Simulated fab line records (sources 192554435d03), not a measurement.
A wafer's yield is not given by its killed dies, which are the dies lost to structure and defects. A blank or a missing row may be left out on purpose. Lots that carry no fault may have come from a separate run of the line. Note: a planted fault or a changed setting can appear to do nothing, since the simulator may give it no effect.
Chamber matching ; flow n5Finfet ; N5_BEOL_M8_ETCH_62 on rieDiel-03 has 4 sister chambers
The step etches SOC in N2/H2, target depth 110 nm, overetch 22 nm, time 165 s. 18 wafers are shown with their chamber, then 9 later ones without.

EACH WAFER AND ITS CHAMBER
wafer;chamber;drypumpMotorCurrentA (A);throttleValvePct (%);showerheadPlenumPTorr (Torr)
L074.1;2;5.0;18.19;2.59
L074.3;3;5.9;17.66;2.44
L074.6;1;5.5;17.89;2.63
L075.1;3;5.9;17.67;2.43
L075.3;1;5.5;17.91;2.62
L075.4;2;5.0;18.20;2.58
L077.1;2;5.0;18.23;2.58
L077.3;3;6.0;17.67;2.43
L077.6;1;5.5;17.92;2.62
L080.2;2;5.0;18.22;2.58
L080.4;1;5.4;17.92;2.62
L080.5;3;5.9;17.68;2.43
L082.1;3;5.9;17.70;2.43
L082.3;0;5.2;17.56;2.58
L082.5;3;6.0;17.69;2.43
L086.1;1;5.5;17.93;2.61
L086.3;2;5.0;18.25;2.57
L086.4;0;5.2;17.59;2.57

SIGNATURES (averages over the wafers above)
reading;chamber 0;chamber 1;chamber 2;chamber 3;scatter within a chamber
drypumpMotorCurrentA;5.200;5.480;5.000;5.933;0.039
throttleValvePct;17.5750;17.9140;18.2180;17.6783;0.0184
showerheadPlenumPTorr;2.5750;2.6200;2.5800;2.4317;0.00617
Rule: for a wafer and a chamber, the distance is found by dividing, reading by reading, the gap between the wafer's reading and the chamber's mean by the reading's scatter, squaring, summing and taking the root. The wafer belongs to the nearest chamber; if the next one is less than 2 further off, it can't be placed. The scatter is the square root of a quotient: the sum, over the shown wafers, of each reading's squared deviation from its chamber's mean, divided by wafers minus chambers.

WAFERS WHOSE CHAMBER IS MISSING
wafer;drypumpMotorCurrentA (A);throttleValvePct (%);showerheadPlenumPTorr (Torr)
L087.2;6.0;17.71;2.42
L087.3;5.2;17.61;2.57
L087.5;5.5;17.95;2.61
L088.1;5.0;18.27;2.57
L088.4;5.5;17.96;2.61
L088.5;5.0;18.27;2.57
L096.1;5.2;17.62;2.56
L096.5;5.2;17.63;2.56
L096.6;6.0;17.75;2.41

CHAMBER TAKEN BY EACH
wafer;from the rows above;in truth
L087.2;3;3
L087.3;0;0
L087.5;1;1
L088.1;2;2
L088.4;1;1
L088.5;2;2
L096.1;0;0
L096.5;0;0
L096.6;3;3
9 of 9 placed correctly. Can't be placed from these rows: 0. Placed wrongly: 0.
